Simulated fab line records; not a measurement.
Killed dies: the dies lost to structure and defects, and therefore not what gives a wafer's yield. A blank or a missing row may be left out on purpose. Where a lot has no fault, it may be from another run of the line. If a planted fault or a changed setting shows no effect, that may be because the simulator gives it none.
Chamber matching | flow nand harc | 3 sister chambers for NHARC_A_CONTACT_DEP_58 on pecvd-02
The step deposits SiON, target thk 90 nm. 16 wafers are shown with their chamber, then 8 later ones without.

## WAFERS, EACH WITH ITS CHAMBER
wafer  | chamber | heater power w (W) | rf fwd power W (W)
L075.1 | 1       | 708                | 348.4
L075.2 | 2       | 690                | 348.2
L075.6 | 1       | 690                | 348.4
L078.2 | 1       | 745                | 348.2
L078.5 | 1       | 771                | 346.2
L078.6 | 2       | 805                | 351.3
L078.1 | 2       | 787                | 350.8
L078.3 | 0       | 928                | 349.4
L078.4 | 0       | 932                | 349.6
L080.2 | 2       | 729                | 348.5
L080.4 | 2       | 745                | 346.6
L080.6 | 1       | 730                | 345.5
L086.2 | 2       | 706                | 348.9
L086.4 | 2       | 715                | 350.5
L086.5 | 1       | 833                | 347.8
L090.1 | 1       | 805                | 346.2

SIGNATURES (averages over the wafers above)
reading        | chamber 0 | chamber 1 | chamber 2 | scatter within a chamber
heater power w | 930.00    | 754.57    | 739.57    | 45.5
rf fwd power W | 349.500   | 347.243   | 349.257   | 1.42
Rule: distance of a wafer from a chamber = root of the sum over the readings of ((wafer's reading minus chamber's mean) / reading's scatter) squared. The wafer belongs to the nearest chamber; if the next one is less than 2 further off, it can't be placed. The scatter: the root of (the sum of the squares of (reading less its chamber's mean) over the shown wafers, divided by (wafers less chambers)).

## WAFERS WITHOUT THEIR CHAMBER
wafer  | heater power w (W) | rf fwd power W (W)
L090.3 | 802                | 347.3
L090.5 | 817                | 348.3
L094.1 | 749                | 348.3
L094.4 | 911                | 348.6
L094.6 | 755                | 347.1
L094.2 | 819                | 348.4
L094.3 | 900                | 349.4
L094.5 | 810                | 346.7

## EACH ONE'S CHAMBER
wafer  | from the rows above          | in truth
L090.3 | can't be placed: 1 or 2      | 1
L090.5 | can't be placed: 1 or 2 or 0 | 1
L094.1 | can't be placed: 2 or 1      | 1
L094.4 | 0                            | 0
L094.6 | can't be placed: 1 or 2      | 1
L094.2 | can't be placed: 1 or 2 or 0 | 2
L094.3 | 0                            | 0
L094.5 | can't be placed: 1 or 2      | 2
2 of 8 placed correctly. Unplaceable from these rows: 6, with the true chamber sitting among the candidates in 6. Placed wrongly: 0.
